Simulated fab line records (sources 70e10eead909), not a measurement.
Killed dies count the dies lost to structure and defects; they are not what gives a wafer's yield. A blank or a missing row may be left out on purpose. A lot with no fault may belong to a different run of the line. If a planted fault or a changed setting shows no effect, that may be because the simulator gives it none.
Chamber matching -- flow nandHarc -- pecvd-02 running NHARC_THIN_TSV_DEP_43: 3 sister chambers
The step deposits SiO2, target thk 1328.5 nm. 3 wafers are shown with their chamber, then 7 later ones without.

## WAFERS PAIRED WITH THEIR CHAMBERS
wafer,chamber,throttleValvePct (%)
L436.4,0,15.1
L441.1,1,14.9
L441.2,2,16.8

## WAFERS WHOSE CHAMBER IS MISSING
wafer,throttleValvePct (%)
L441.6,16.9
L444.1,16.8
L444.4,14.9
L444.6,17.1
L445.1,15.0
L445.2,16.6
L445.4,17.0

## EACH ONE'S CHAMBER
wafer,from the rows above,in truth
L441.6,2,2
L444.1,2,2
L444.4,can't be placed: 1 or 0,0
L444.6,2,2
L445.1,can't be placed: 0 or 1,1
L445.2,2,2
L445.4,2,2
Correctly placed: 5 of 7. Unplaceable from these rows: 2, with the true chamber sitting among the candidates in 2. Number placed wrongly: 0.
How it was worked out, from the rows above alone: a wafer's distance from a chamber is the root of the sum, over the readings, of the square of ((its reading less the chamber's mean) divided by the reading's scatter). If the next closest chamber is less than 2 further off than the closest, the wafer can't be placed; otherwise it belongs to the closest. For every chamber, the mean is computed from those of its wafers that are shown. The scatter: with one shown wafer a chamber, the root of the mean of the squares of how far each hidden wafer lies from its nearest shown one.
